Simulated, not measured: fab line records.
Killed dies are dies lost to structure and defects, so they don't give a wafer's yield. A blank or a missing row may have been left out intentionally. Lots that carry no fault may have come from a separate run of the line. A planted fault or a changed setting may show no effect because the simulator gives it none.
Split-lot trial | flow n5 finfet | route with 1938 steps; 7 lots, 21 wafers read

== ABOUT THE SPLIT ==
At N5_BEOL_M12_EXPOSE_07 (exposes mask V11), the setting dose mj was moved away from the recipe's 32.5 on 5 of the 21 wafers read, by +3.1% to +4.2%. All remaining wafers had this setting at the recipe value.

== FROM THE SPLIT TO THE READING: what the file shows between them, 3 steps ==
- N5_BEOL_M12_PEB_08: peb time 90 s
- N5_BEOL_M12_DEVELOP_09: develop time 45 s
- N5_BEOL_M12_HARDBAKE_14: time 120 s

== THE READING ==
cd nm, in nm, at N5_BEOL_M12_CD_MEAS_10 (target cd 140 nm). Fault-free wafers of this fab line usually give 141.1 nm, standard deviation 2.1 nm.

wafer  | tool, chamber at the split | dose mj as run | against the recipe | cd nm, nm | against lot-mates on the recipe
L076.1 | krf scanner-01, 0          | 32.5           | recipe             | 138.9     | -
L076.3 | krf scanner-01, 0          | 32.5           | recipe             | 141.5     | -
L076.4 | krf scanner-01, 0          | 32.5           | recipe             | 137.3     | -
L086.2 | krf scanner-02, 0          | 33.52          | +3.1%              | 145.5     | +3.7
L086.3 | krf scanner-02, 0          | 33.52          | +3.1%              | 147.4     | +5.6
L086.4 | krf scanner-02, 0          | 32.5           | recipe             | 141.8     | -
L087.1 | krf scanner-01, 0          | 32.5           | recipe             | 140.2     | -
L087.2 | krf scanner-01, 0          | 32.5           | recipe             | 139.2     | -
L087.6 | krf scanner-01, 0          | 32.5           | recipe             | 139.5     | -
L089.1 | krf scanner-02, 0          | 32.5           | recipe             | 141.0     | -
L089.4 | krf scanner-02, 0          | 33.88          | +4.2%              | 148.7     | +6.8
L089.5 | krf scanner-02, 0          | 32.5           | recipe             | 142.8     | -
L092.2 | krf scanner-02, 0          | 33.58          | +3.3%              | 145.3     | +4.2
L092.3 | krf scanner-02, 0          | 33.58          | +3.3%              | 146.9     | +5.8
L092.4 | krf scanner-02, 0          | 32.5           | recipe             | 141.1     | -
L090.2 | krf scanner-02, 0          | 32.5           | recipe             | 144.6     | -
L090.4 | krf scanner-02, 0          | 32.5           | recipe             | 142.7     | -
L090.5 | krf scanner-02, 0          | 32.5           | recipe             | 143.2     | -
L094.1 | krf scanner-01, 0          | 32.5           | recipe             | 141.9     | -
L094.5 | krf scanner-01, 0          | 32.5           | recipe             | 139.8     | -
L094.6 | krf scanner-01, 0          | 32.5           | recipe             | 141.7     | -

FIT RESULTS
A straight line over all 21 wafers: cd nm changes by +1.67 nm for each +1% of dose mj; r = +0.83; the points scatter about the line by 1.7 nm.
The same after taking each lot's own level away (the mean of its wafers on the recipe; 21 wafers): +1.53 nm for each +1%; r = +0.92; scatter 1 nm.
The reading moves by 6.5 nm for the largest change in dose mj, on that fit.
The lots' own levels span 139.23 to 143.50 nm, that is 2.0 times the standard deviation above.
Hence the lot-to-lot level has little effect on the slope; both slopes agree.
Check: +6.34 nm against its lot-mates is what the line predicts for one of the wafers moved furthest among these (+4.2%) when that wafer is left out of the fit. It came out at +6.8 nm against them.

== ADDITIONAL SPLITS CARRIED BY THESE WAFERS ==
Before the reading, these wafers also passed through other splits. Each is held against what the fit with the lots' levels taken away leaves over:
other split on the same wafers    | wafers away from the commonest value | r with cd nm (lot level and that fit taken away)
N5_BEOL_M10_TRENCH_ETCH_37 time s | 8                                    | -0.03
N5_BEOL_M11_EXPOSE_08 dose mj     | 6                                    | -0.05
N5_BEOL_M11_DESCUM_16 time s      | 7                                    | +0.06

== FILE'S OWN FIT ==
cd nm changes by +1.55 nm for each +1% of dose mj, r = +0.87.
